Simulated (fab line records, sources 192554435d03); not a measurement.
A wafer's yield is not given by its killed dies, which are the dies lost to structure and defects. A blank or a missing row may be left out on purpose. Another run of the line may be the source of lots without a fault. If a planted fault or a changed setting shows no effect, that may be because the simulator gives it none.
Chamber matching -- flow n5 finfet -- 4 sister chambers for N5_BEOL_M0_SAQP_ETCH_102 on rie si-03
The step etches SiO2 in CF4, target depth 4 nm, time 4.4 s. 4 wafers are shown with their chamber, then 10 later ones without.

== WAFERS WITH THEIR CHAMBER ==
wafer,chamber,throttle valve pct (%)
L085.2,0,21.93
L088.4,3,21.86
L089.1,1,21.68
L089.4,2,21.53

== WAFERS WITH NO CHAMBER GIVEN ==
wafer,throttle valve pct (%)
L089.6,21.55
L090.1,21.84
L090.3,21.94
L090.6,21.65
L091.1,21.53
L091.2,21.92
L091.3,21.67
L094.2,21.68
L094.5,21.93
L094.6,21.86

== WHICH CHAMBER EACH ONE RAN IN ==
wafer,from the rows above,in truth
L089.6,2,2
L090.1,3,3
L090.3,0,0
L090.6,1,1
L091.1,2,2
L091.2,0,0
L091.3,1,1
L094.2,1,1
L094.5,0,0
L094.6,3,3
Correct placement for 10 of the 10. Number that these rows cannot place: 0. Placed wrongly: 0.
How it was worked out, from the rows above alone: a wafer's distance from a chamber is the root of the sum, over the readings, of the square of ((its reading less the chamber's mean) divided by the reading's scatter). The wafer belongs to the nearest chamber; if the next one is less than 2 further off, it can't be placed. The mean given for a chamber averages the wafers shown for that chamber. The scatter: root of mean squared gap, hidden wafer to nearest shown wafer, with one shown wafer a chamber.
